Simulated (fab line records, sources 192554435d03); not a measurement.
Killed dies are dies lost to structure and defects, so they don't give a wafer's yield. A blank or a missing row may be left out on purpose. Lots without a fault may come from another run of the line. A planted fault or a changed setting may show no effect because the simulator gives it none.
Split-lot experiment | flow n5_finfet | 7 lots, 21 wafers read, on a route of 1938 steps

THE SPLIT
At N5_PASSIVATION_PASS_ETCH_74 (etches SiNx in CF4/O2, target depth 220 nm, time 110 s), the setting source_w was moved away from the recipe's 535 W on 6 of the 21 wafers read, by -13.8% to +16.1%. The other wafers ran this setting at the recipe's value.

The reading is taken at the split's own step.

THE READING
TV_OPEN.cd_offset_nm (the simulator's own value, which no gauge read), in nm, at N5_PASSIVATION_PASS_ETCH_74 (etches SiNx in CF4/O2, target depth 220 nm, time 110 s). The file gives no usual value for it. The 15 wafers here that ran the recipe average 0.1 nm, standard deviation 0.32 nm.

wafer  | tool, chamber at the split | source_w as run, W | against the recipe | TV_OPEN.cd_offset_nm, nm | against lot-mates on the recipe
L075.1 | rie_diel-04, 3             | 619.1              | +15.7%             | -1                       | -1.4
L075.2 | rie_diel-04, 2             | 535                | recipe             | 0.6                      | -
L075.6 | rie_diel-04, 2             | 535                | recipe             | 0.2                      | -
L081.1 | rie_diel-04, 3             | 535                | recipe             | 0                        | -
L081.3 | rie_diel-04, 0             | 535                | recipe             | 0.2                      | -
L081.6 | rie_diel-04, 3             | 535                | recipe             | -0.2                     | -
L082.1 | rie_diel-04, 3             | 616.3              | +15.2%             | -1.4                     | -1.2
L082.3 | rie_diel-04, 1             | 535                | recipe             | -0.2                     | -
L082.5 | rie_diel-04, 2             | 616.3              | +15.2%             | -1.2                     | -1.0
L084.2 | rie_diel-05, 2             | 589.2              | +10.1%             | -0.6                     | -1.1
L084.5 | rie_diel-05, 3             | 535                | recipe             | 0.4                      | -
L084.6 | rie_diel-05, 0             | 535                | recipe             | 0.6                      | -
L083.2 | rie_diel-04, 3             | 535                | recipe             | 0                        | -
L083.4 | rie_diel-04, 0             | 535                | recipe             | -0.2                     | -
L083.6 | rie_diel-04, 0             | 535                | recipe             | -0.4                     | -
L087.3 | rie_diel-04, 3             | 535                | recipe             | 0.6                      | -
L087.4 | rie_diel-04, 2             | 461.3              | -13.8%             | 1.4                      | +1.0
L087.5 | rie_diel-04, 3             | 535                | recipe             | 0.2                      | -
L089.1 | rie_diel-04, 1             | 535                | recipe             | 0                        | -
L089.5 | rie_diel-04, 1             | 621                | +16.1%             | -1.8                     | -1.7
L089.6 | rie_diel-04, 0             | 535                | recipe             | -0.2                     | -

THE FIT
A straight line over all 21 wafers: TV_OPEN.cd_offset_nm changes by -0.0923 nm for each +1% of source_w; r = -0.91; the points scatter about the line by 0.31 nm.
The same after taking each lot's own level away (the mean of its wafers on the recipe; 21 wafers): -0.0845 nm for each +1%; r = -0.96; scatter 0.18 nm.
On that fit, the largest move of source_w shifts the reading by 1.4 nm.
The lots' own levels span -0.20 to 0.50 nm, that is 2.2 times the standard deviation above.
So the lot-to-lot level changes the slope little: the two slopes agree.
Check: with one of the wafers moved furthest among these (+16.1%) left out of the fit, the line predicts -1.3 nm for it against its lot-mates. It came out at -1.7 nm against them.

OTHER SPLITS ON THESE WAFERS
These wafers also went through other splits before the reading. Each is held against what the fit with the lots' levels taken away leaves over:
other split on the same wafers   | wafers away from the commonest value | r with TV_OPEN.cd_offset_nm (lot level and that fit taken away)
N5_BEOL_M9_COAT_05 spin_rpm      | 8                                    | +0.27
N5_BEOL_M10_DEP_56 time_s        | 7                                    | +0.25
N5_BEOL_M12_COAT_04 spin_rpm     | 8                                    | -0.03
N5_BEOL_M12_ETCH_59 h2_flow_sccm | 9                                    | +0.21
N5_BEOL_M12_SPUTTER_44 power_w   | 6                                    | +0.13
N5_BEOL_M14_COAT_65 spin_rpm     | 5                                    | -0.15
N5_BEOL_M14_COAT_66 spin_rpm     | 6                                    | +0.00
N5_BEOL_M14_DEP_53 time_s        | 8                                    | -0.28

THE WHOLE CHAIN: every reading that the file lists as answering this split, in the file's order
step                        | what it does                                           | reading                                                               | change (the file's fit)                | r (the file's)
N5_PASSIVATION_PASS_ETCH_74 | etches SiNx in CF4/O2, target depth 220 nm, time 110 s | etch.depth_nm (the simulator's own value, which no gauge read)        | +2.31 nm for each +1% of the setting   | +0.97
N5_PASSIVATION_PASS_ETCH_74 | etches SiNx in CF4/O2, target depth 220 nm, time 110 s | TV_OPEN.cd_offset_nm (the simulator's own value, which no gauge read) | -0.0884 nm for each +1% of the setting | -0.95

THE FILE'S OWN FIT
TV_OPEN.cd_offset_nm changes by -0.0884 nm for each +1% of source_w, r = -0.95.
